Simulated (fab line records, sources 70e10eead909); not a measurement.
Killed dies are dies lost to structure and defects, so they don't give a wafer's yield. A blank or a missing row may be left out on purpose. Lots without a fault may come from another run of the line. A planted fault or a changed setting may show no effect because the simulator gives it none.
Which tool did it? | flow nand_harc | 13 lots, 39 wafers sampled, at 5 steps of a route of 1302

WHAT THE GAUGES READ, wafer by wafer
NHARC_END_SORT_01. Usual: killed_at_array 54, standard deviation 12; killed_at_other 0.7, standard deviation 1.1; killed_at_periphery 3.9, standard deviation 2.8; killed_dies 59, standard deviation 13; killed_open 3.4, standard deviation 2; killed_short 2.5, standard deviation 1.7.
lot  | measured     | on        | killed_at_array | killed_at_other | killed_at_periphery | killed_dies | killed_open | killed_short | flag
L751 | day 28 03:49 | prober-02 | 61 52 123       | 0 1 0           | 3 4 3               | 64 57 126   | 4 3 2       | 2 3 2        |
L752 | day 28 19:32 | prober-01 | 42 120 55       | 0 0 0           | 5 4 3               | 47 124 58   | 4 5 8       | 1 3 5        |

WHICH TOOL RAN EACH LOT (tool, then ch and the chambers of the sampled wafers, then the start)
lot  | NHARC_A_STAIRCASE_ETCH_273         | NHARC_A_BONDPAD_CMP_19        | NHARC_THIN_TSV_ETCH_15           | NHARC_THIN_TSV_ANNEAL_52
L742 | rie_diel-06 ch 1,2, day 16 07:45   | cmp-01 ch 2,3, day 23 11:49   | rie_si-05 ch 1,2,3, day 24 02:31 | rtp_anneal-02 ch 0, day 24 05:50
L745 | rie_diel-06 ch 1,2,3, day 18 03:55 | cmp-02 ch 1,3, day 24 17:04   | rie_si-02 ch 0,3, day 25 06:30   | rtp_anneal-02 ch 0, day 25 09:45
L747 | rie_diel-11 ch 0,1,3, day 19 00:42 | cmp-02 ch 0,2,3, day 25 19:58 | rie_si-04 ch 1,2,3, day 26 08:59 | rtp_anneal-01 ch 0, day 26 12:29
L751 | rie_diel-06 ch 1,2,3, day 20 13:20 | cmp-01 ch 0,1,2, day 27 02:16 | rie_si-04 ch 1,2,3, day 27 13:47 | rtp_anneal-01 ch 0, day 27 17:15
L752 | rie_diel-06 ch 1,2,3, day 20 22:22 | cmp-01 ch 0,1, day 27 13:20   | rie_si-05 ch 0,2,3, day 28 03:47 | rtp_anneal-01 ch 0, day 28 06:59
L753 | rie_diel-11 ch 0,2, day 21 13:05   | cmp-01 ch 1,2, day 28 05:18   | rie_si-02 ch 0,2, day 28 17:31   | rtp_anneal-02 ch 0, day 28 20:50
L758 | rie_diel-11 ch 1,2, day 23 23:32   | cmp-02 ch 0,3, day 30 10:31   | rie_si-02 ch 0,1,3, day 30 22:32 | rtp_anneal-01 ch 0, day 31 01:46
L759 | rie_diel-11 ch 1,2, day 24 01:35   | cmp-04 ch 0,1,2, day 30 07:51 | rie_si-05 ch 0,1,2, day 30 21:12 | rtp_anneal-02 ch 0, day 31 00:34
L760 | rie_diel-06 ch 2,3, day 24 19:40   | cmp-04 ch 1,2, day 31 03:49   | rie_si-05 ch 0,2,3, day 31 17:25 | rtp_anneal-01 ch 0, day 31 20:35
L762 | rie_diel-06 ch 0,1,2, day 25 00:40 | cmp-01 ch 0,1, day 31 09:21   | rie_si-04 ch 1,2,3, day 32 03:22 | rtp_anneal-01 ch 0, day 32 06:33
L763 | rie_diel-06 ch 0,1, day 25 02:31   | cmp-02 ch 0,3, day 31 13:35   | rie_si-04 ch 0,1, day 32 05:46   | rtp_anneal-01 ch 0, day 32 09:08
L761 | rie_diel-11 ch 0,1,2, day 25 04:22 | cmp-01 ch 0,1,3, day 31 11:12 | rie_si-05 ch 0,2,3, day 32 04:36 | rtp_anneal-01 ch 0, day 32 07:53
L764 | rie_diel-01 ch 0,1,3, day 25 19:58 | cmp-04 ch 0,1,2, day 32 02:29 | rie_si-02 ch 0,2,3, day 32 15:44 | rtp_anneal-02 ch 0, day 32 18:51
- NHARC_A_STAIRCASE_ETCH_273: etches the open film in C4F8/O2/Ar, target depth 10200 nm, time 2468.6 s.
- NHARC_A_BONDPAD_CMP_19: polishes, t overpolish 30 s, cu recess touch 16 s, target thk 169.82 nm.
- NHARC_THIN_TSV_ETCH_15: target depth 3000 nm, bosch target overetch cycles 2, bosch etch step 2.8 s.
- NHARC_THIN_TSV_ANNEAL_52: time 90 s.

WHAT THE TOOLS THEMSELVES READ (means of the sampled wafers that have a number; where no wafer has one, the mark that the record gives instead)
NHARC_A_STAIRCASE_ETCH_273. Usual: oes_product_au 0.941 a.u., standard deviation 0.017; rf_vpp_V 1825 V, standard deviation 14.
lot  | tool        | oes_product_au (a.u.) | rf_vpp_V (V) | flag
L742 | rie_diel-06 | 0.947                 | 1820         |
L745 | rie_diel-06 | 0.949                 | 1814         |
L747 | rie_diel-11 | 0.944                 | 1817         |
L751 | rie_diel-06 | 0.945                 | 1813         |
L752 | rie_diel-06 | 0.940                 | 1813         |
L753 | rie_diel-11 | 0.933                 | 1823         |
L758 | rie_diel-11 | 0.925                 | 1839         |
L759 | rie_diel-11 | 0.913                 | 1839         |
L760 | rie_diel-06 | 0.952                 | 1838         |
L762 | rie_diel-06 | 0.933                 | 1825         |
L763 | rie_diel-06 | 0.920                 | 1822         |
L761 | rie_diel-11 | 0.924                 | 1830         |
L764 | rie_diel-01 | 0.928                 | 1833         |

NHARC_A_BONDPAD_CMP_19. Usual: motor_current_A 12.3 A, standard deviation 1.4; overpolish_run_s 30.000 s, standard deviation 0.0087.
lot  | tool   | motor_current_A (A) | overpolish_run_s (s) | flag
L742 | cmp-01 | 11.3                | 30.001               |
L745 | cmp-02 | 12.8                | 29.994               |
L747 | cmp-02 | 13.5                | 29.993               |
L751 | cmp-01 | 11.8                | 29.995               |
L752 | cmp-01 | 12.9                | 30.003               |
L753 | cmp-01 | 11.6                | 30.006               |
L758 | cmp-02 | 13.6                | 30.000               |
L759 | cmp-04 | 11.9                | 29.995               |
L760 | cmp-04 | 12.4                | 30.000               |
L762 | cmp-01 | 12.9                | 30.002               |
L763 | cmp-02 | 13.8                | 29.994               |
L761 | cmp-01 | 12.5                | 29.997               |
L764 | cmp-04 | 12.3                | 29.996               |

NHARC_THIN_TSV_ETCH_15. Usual: drypump_motor_current_A 5.7 A, standard deviation 0.35.
lot  | tool      | drypump_motor_current_A (A) | flag
L742 | rie_si-05 | 5.6                         |
L745 | rie_si-02 | 5.8                         |
L747 | rie_si-04 | 5.6                         |
L751 | rie_si-04 | 5.6                         |
L752 | rie_si-05 | 5.5                         |
L753 | rie_si-02 | 5.8                         |
L758 | rie_si-02 | 5.9                         |
L759 | rie_si-05 | 5.7                         |
L760 | rie_si-05 | 5.5                         |
L762 | rie_si-04 | 5.6                         |
L763 | rie_si-04 | 5.9                         |
L761 | rie_si-05 | 5.4                         |
L764 | rie_si-02 | 6.0                         |

NHARC_THIN_TSV_ANNEAL_52. Usual: anneal_temp_c_max 226.5, standard deviation 0.32; wafer_temp_C_max 226.0, standard deviation 0.31.
lot  | tool          | anneal_temp_c_max | wafer_temp_C_max | flag
L742 | rtp_anneal-02 | 226.7             | 226.0            |
L745 | rtp_anneal-02 | 226.2             | 226.4            |
L747 | rtp_anneal-01 | 226.6             | 225.9            |
L751 | rtp_anneal-01 | 225.9             | 225.7            |
L752 | rtp_anneal-01 | 226.4             | 225.8            |
L753 | rtp_anneal-02 | 226.1             | 226.3            |
L758 | rtp_anneal-01 | 226.8             | 225.9            |
L759 | rtp_anneal-02 | 226.6             | 226.3            |
L760 | rtp_anneal-01 | 226.3             | 225.7            |
L762 | rtp_anneal-01 | 226.4             | 225.7            |
L763 | rtp_anneal-01 | 226.5             | 225.8            |
L761 | rtp_anneal-01 | 226.6             | 225.7            |
L764 | rtp_anneal-02 | 226.8             | 225.8            |

THE ANSWER, worked out from the rows above alone
Rule: a lot is off if the mean of its wafers that have a number lies more than 3 standard deviations from the usual mean. A lot without any number at a reading at which 4 lots or more have one is off too. The other lots that the step has rows for count as sound. The gauges are gone through in route order, then the tools' own readings, and for those a lot's mean is taken as printed above. The first step at which some lot is off is used, and at that step the reading that is off furthest; a lot without a number counts as furthest.
No lot is off at any reading shown: from this, nothing can be told.

WHAT THE SIMULATOR HAD PUT IN
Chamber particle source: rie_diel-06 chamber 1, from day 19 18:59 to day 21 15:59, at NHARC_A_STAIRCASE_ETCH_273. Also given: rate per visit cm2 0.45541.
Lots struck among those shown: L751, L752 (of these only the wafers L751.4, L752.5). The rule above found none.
